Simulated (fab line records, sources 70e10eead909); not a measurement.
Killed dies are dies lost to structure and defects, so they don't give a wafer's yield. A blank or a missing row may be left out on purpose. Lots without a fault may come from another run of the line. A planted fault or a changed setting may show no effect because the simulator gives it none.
Which tool did it? | flow nand_harc | 12 lots, 36 wafers sampled, at 4 steps of a route of 1159

WHAT THE GAUGES READ, wafer by wafer
NHARC_P_CONTACT_CD_MEAS_19.
lot  | measured     | on        | cd_nm (nm)
L075 | day 5 16:47  | cd_sem-01 | 86.8 88.1 89.2
L076 | day 6 11:15  | cd_sem-02 | 86.2 90.3 83.6
L078 | day 6 16:35  | cd_sem-01 | 89.3 84.8 88.5
L080 | day 7 06:28  | cd_sem-02 | 89.3 88.2 89.5
L083 | day 8 03:34  | cd_sem-03 | 85.4 86.9 88.3
L087 | day 9 05:55  | cd_sem-01 | 86.5 86.9 87.8
L088 | day 9 13:25  | cd_sem-03 | 89.3 88.8 88.9
L089 | day 9 17:45  | cd_sem-01 | 91.7 87.8 88.7
L092 | day 10 02:20 | cd_sem-01 | 86.6 91.1 91.5
L093 | day 10 09:26 | cd_sem-01 | 89.0 92.3 83.6
L095 | day 10 21:50 | cd_sem-03 | 86.3 86.8 92.3
L097 | day 11 12:25 | cd_sem-01 | 89.5 90.1 90.5

WHICH TOOL RAN EACH LOT (tool, then ch and the chambers of the sampled wafers, then the start)
lot  | NHARC_P_GATE_DEP_103           | NHARC_P_GATE_DESCUM_31             | NHARC_P_CONTACT_DEP_00
L075 | pecvd-01 ch 0,1,2, day 4 17:58 | rie_diel-13 ch 1,2,3, day 4 18:59  | pecvd-02 ch 0,1,2, day 5 16:47 or earlier
L076 | pecvd-01 ch 0,2, day 5 10:47   | rie_diel-01 ch 2,3, day 5 11:41    | pecvd-02 ch 1,2, day 6 11:15 or earlier
L078 | pecvd-01 ch 1,2, day 5 16:51   | rie_diel-01 ch 1,3, day 5 17:44    | pecvd-01 ch 1,2, day 6 16:35 or earlier
L080 | pecvd-04 ch 0,2, day 6 08:31   | rie_diel-13 ch 0,1,2, day 6 09:23  | pecvd-04 ch 0,1,2, day 7 06:28 or earlier
L083 | pecvd-01 ch 0,1,2, day 7 04:10 | rie_diel-06 ch 0,1,2, day 7 04:54  | pecvd-04 ch 0,1,2, day 8 03:34 or earlier
L087 | pecvd-01 ch 0,1,2, day 7 21:50 | rie_diel-13 ch 1,2,3, day 7 22:41  | pecvd-02 ch 0,1,2, day 9 05:55 or earlier
L088 | pecvd-03 ch 1,2, day 7 22:29   | rie_diel-06 ch 1,2,3, day 7 23:22  | pecvd-02 ch 0,2, day 9 11:02
L089 | pecvd-01 ch 0,1, day 8 19:12   | rie_diel-06 ch 1,2, day 8 20:01    | pecvd-02 ch 0,1,2, day 9 17:45 or earlier
L092 | pecvd-01 ch 0,1,2, day 9 02:38 | rie_diel-13 ch 1,2, day 9 03:46    | pecvd-04 ch 0,1, day 10 02:20 or earlier
L093 | pecvd-03 ch 0,2, day 9 10:02   | rie_diel-06 ch 2,3, day 9 10:52    | pecvd-04 ch 0,1, day 10 09:26 or earlier
L095 | pecvd-01 ch 1,2, day 9 23:13   | rie_diel-06 ch 0,1,3, day 10 00:02 | pecvd-04 ch 0,1,2, day 10 21:50 or earlier
L097 | pecvd-01 ch 0,1, day 10 14:25  | rie_diel-13 ch 1,3, day 10 15:09   | pecvd-02 ch 0,1,2, day 11 12:25 or earlier
- NHARC_P_GATE_DEP_103: deposits SiON, target thk 30 nm.
- NHARC_P_GATE_DESCUM_31: chemistry O2, time 3 s.
- NHARC_P_CONTACT_DEP_00: deposits SiO2, target thk 500 nm.

THE ANSWER, worked out from the rows above alone
Rule: what is usual is taken from the lots themselves. Put in order of their means at a reading, lots are off if they are a third of the lots or fewer, leave a main group of 4 or more, and stand apart from it by a gap of 3 or more times the standard deviation of the main group's means; of several such gaps the widest counts. A main group whose means are all the same, to the digits that the tables above print for the reading, isn't used. A lot without any number at a reading at which 4 lots or more have one is off too. The other lots that the step has rows for count as sound.
No lot is off at any reading shown: from this, nothing can be told.

WHAT THE SIMULATOR HAD PUT IN
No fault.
